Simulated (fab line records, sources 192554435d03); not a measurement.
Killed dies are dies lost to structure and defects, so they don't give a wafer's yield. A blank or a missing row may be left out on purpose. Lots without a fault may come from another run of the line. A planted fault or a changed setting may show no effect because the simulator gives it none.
Chamber matching | flow n5_finfet | N5_BEOL_M11_ETCH_61 on rie_diel-02: 4 sister chambers
The step etches SiARC in CF4, target depth 39 nm, time 65 s. 18 wafers are shown with their chamber, then 9 later ones without.

WAFERS WITH THEIR CHAMBER
wafer  | chamber | showerhead_plenum_p_Torr (Torr) | throttle_valve_pct (%) | drypump_motor_current_A (A)
L075.1 | 2       | 2.13                            | 15.54                  | 5.5
L075.3 | 3       | 2.22                            | 15.87                  | 5.2
L075.4 | 0       | 2.27                            | 15.25                  | 5.4
L080.2 | 2       | 2.13                            | 15.53                  | 5.6
L080.4 | 0       | 2.27                            | 15.24                  | 5.4
L080.5 | 0       | 2.27                            | 15.26                  | 5.3
L082.1 | 0       | 2.27                            | 15.26                  | 5.3
L082.3 | 2       | 2.13                            | 15.53                  | 5.6
L082.5 | 2       | 2.13                            | 15.54                  | 5.6
L086.1 | 3       | 2.21                            | 15.92                  | 5.2
L086.3 | 1       | 2.18                            | 15.32                  | 4.9
L086.4 | 0       | 2.27                            | 15.28                  | 5.4
L089.1 | 3       | 2.21                            | 15.91                  | 5.2
L089.5 | 2       | 2.13                            | 15.55                  | 5.6
L089.6 | 1       | 2.18                            | 15.31                  | 4.9
L091.3 | 1       | 2.18                            | 15.32                  | 4.9
L091.4 | 0       | 2.27                            | 15.27                  | 5.3
L091.6 | 2       | 2.13                            | 15.56                  | 5.6

SIGNATURES (means of the wafers above)
reading                  | chamber 0 | chamber 1 | chamber 2 | chamber 3 | scatter within a chamber
showerhead_plenum_p_Torr | 2.2700    | 2.1800    | 2.1300    | 2.2133    | 0.00218
throttle_valve_pct       | 15.2600   | 15.3167   | 15.5417   | 15.9000   | 0.015
drypump_motor_current_A  | 5.350     | 4.900     | 5.583     | 5.200     | 0.0408
Rule: a wafer's distance from a chamber is the root of the sum, over the readings, of the square of ((its reading less the chamber's mean) divided by the reading's scatter). The wafer belongs to the nearest chamber; if the next one is less than 2 further off, it can't be placed. The scatter: the root of (the sum of the squares of (reading less its chamber's mean) over the shown wafers, divided by (wafers less chambers)).

WAFERS WITHOUT THEIR CHAMBER
wafer  | showerhead_plenum_p_Torr (Torr) | throttle_valve_pct (%) | drypump_motor_current_A (A)
L092.3 | 2.12                            | 15.60                  | 5.6
L092.4 | 2.26                            | 15.30                  | 5.4
L092.6 | 2.21                            | 15.94                  | 5.2
L096.1 | 2.17                            | 15.35                  | 4.9
L096.5 | 2.17                            | 15.34                  | 4.9
L096.6 | 2.12                            | 15.59                  | 5.6
L097.1 | 2.20                            | 15.95                  | 5.2
L097.2 | 2.26                            | 15.32                  | 5.4
L097.3 | 2.17                            | 15.35                  | 4.9

WHICH CHAMBER EACH WENT THROUGH
wafer  | from the rows above | in truth
L092.3 | 2                   | 2
L092.4 | 0                   | 0
L092.6 | 3                   | 3
L096.1 | 1                   | 1
L096.5 | 1                   | 1
L096.6 | 2                   | 2
L097.1 | 3                   | 3
L097.2 | 0                   | 0
L097.3 | 1                   | 1
Placed correctly: 9 of 9. Can't be placed from these rows: 0. Placed wrongly: 0.
